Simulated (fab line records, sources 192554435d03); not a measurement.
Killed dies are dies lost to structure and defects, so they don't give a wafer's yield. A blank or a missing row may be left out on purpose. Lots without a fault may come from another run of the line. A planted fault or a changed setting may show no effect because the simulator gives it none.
Chamber matching | flow n5_finfet | N5_BEOL_M12_DEP_53 on pecvd-03: 3 sister chambers
The step deposits SiCN from 3MS/NH3, target thk 30 nm, time 10.5 s. 6 wafers are shown with their chamber, then 7 later ones without.

WAFERS WITH THEIR CHAMBER
wafer  | chamber | throttle_valve_pct (%) | showerhead_plenum_p_Torr (Torr)
L148.1 | 1       | 19.3                   | 4.199
L152.1 | 1       | 19.1                   | 4.200
L152.2 | 2       | 17.9                   | 4.163
L152.3 | 0       | 17.7                   | 4.180
L155.2 | 2       | 17.6                   | 4.155
L155.3 | 0       | 17.6                   | 4.179

WAFERS WITHOUT THEIR CHAMBER
wafer  | throttle_valve_pct (%) | showerhead_plenum_p_Torr (Torr)
L155.4 | 17.6                   | 4.157
L154.2 | 19.4                   | 4.197
L154.4 | 19.3                   | 4.207
L154.5 | 17.5                   | 4.178
L157.1 | 17.9                   | 4.149
L157.5 | 17.5                   | 4.188
L157.6 | 18.3                   | 4.148

WHICH CHAMBER EACH WENT THROUGH
wafer  | from the rows above | in truth
L155.4 | 2                   | 2
L154.2 | 1                   | 1
L154.4 | 1                   | 1
L154.5 | 0                   | 0
L157.1 | 2                   | 2
L157.5 | 0                   | 0
L157.6 | 2                   | 2
Placed correctly: 7 of 7. Can't be placed from these rows: 0. Placed wrongly: 0.
How it was worked out, from the rows above alone: a wafer's distance from a chamber is the root of the sum, over the readings, of the square of ((its reading less the chamber's mean) divided by the reading's scatter). The wafer belongs to the nearest chamber; if the next one is less than 2 further off, it can't be placed. A chamber's mean is the mean of its shown wafers. The scatter: the root of (the sum of the squares of (reading less its chamber's mean) over the shown wafers, divided by (wafers less chambers)).
